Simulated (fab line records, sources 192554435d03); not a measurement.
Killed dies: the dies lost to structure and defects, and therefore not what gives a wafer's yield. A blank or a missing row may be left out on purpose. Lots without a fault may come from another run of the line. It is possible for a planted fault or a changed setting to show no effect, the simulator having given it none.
Chamber matching ; flow n5Finfet ; 3 sister chambers for N5_BEOL_M0_SAQP_ILD_DEP_01 on pecvd-04
The step deposits SiOC from DEMS/O2, target thk 45.419 nm, time 8.7 s. 16 wafers are shown with their chamber, then 8 later ones without.

== EACH WAFER AND ITS CHAMBER ==
wafer;chamber;throttleValvePct (%);heaterPowerW (W);showerheadPlenumPTorr (Torr)
L075.3;1;12.5;570;5.675
L075.4;1;12.5;586;5.693
L075.6;0;12.6;493;5.680
L077.2;0;12.7;515;5.686
L077.5;1;12.6;667;5.689
L077.6;0;12.3;524;5.680
L079.1;0;12.7;456;5.685
L079.3;2;11.5;588;5.691
L079.5;0;12.2;434;5.667
L081.2;2;11.3;652;5.695
L081.5;0;12.6;454;5.680
L081.6;2;11.6;644;5.693
L082.1;0;12.4;526;5.679
L082.2;2;11.3;623;5.702
L082.3;1;12.6;616;5.691
L088.1;1;12.4;620;5.681

SIGNATURES (averages over the wafers above)
reading;chamber 0;chamber 1;chamber 2;scatter within a chamber
throttleValvePct;12.500;12.520;11.425;0.161
heaterPowerW;486.00;611.80;626.75;35.7
showerheadPlenumPTorr;5.67957;5.68580;5.69525;0.00637
Rule: for each reading, subtract the chamber's mean from the wafer's reading, divide by that reading's scatter and square the result; add these up over the readings and take the root, which gives the wafer's distance from the chamber. The wafer belongs to the nearest chamber; if the next one is less than 2 further off, it can't be placed. How the scatter is found: for the shown wafers, subtract from each reading the mean of its chamber, square and add these, divide the total by (wafers less chambers), then take the root.

== WAFERS MISSING THEIR CHAMBER ==
wafer;throttleValvePct (%);heaterPowerW (W);showerheadPlenumPTorr (Torr)
L088.3;11.6;655;5.689
L088.5;12.3;612;5.700
L089.1;11.6;589;5.689
L089.5;12.6;564;5.686
L089.6;12.5;505;5.675
L094.1;12.5;662;5.683
L094.2;12.3;419;5.689
L094.3;11.3;534;5.691

== WHICH CHAMBER EACH ONE RAN IN ==
wafer;from the rows above;in truth
L088.3;2;2
L088.5;1;1
L089.1;2;2
L089.5;can't be placed: 1 or 0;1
L089.6;0;0
L094.1;1;1
L094.2;0;0
L094.3;2;2
7 of 8 placed correctly. From these rows, 1 cannot be placed; in 1 the true chamber is one of the candidates. Placed wrongly: 0.
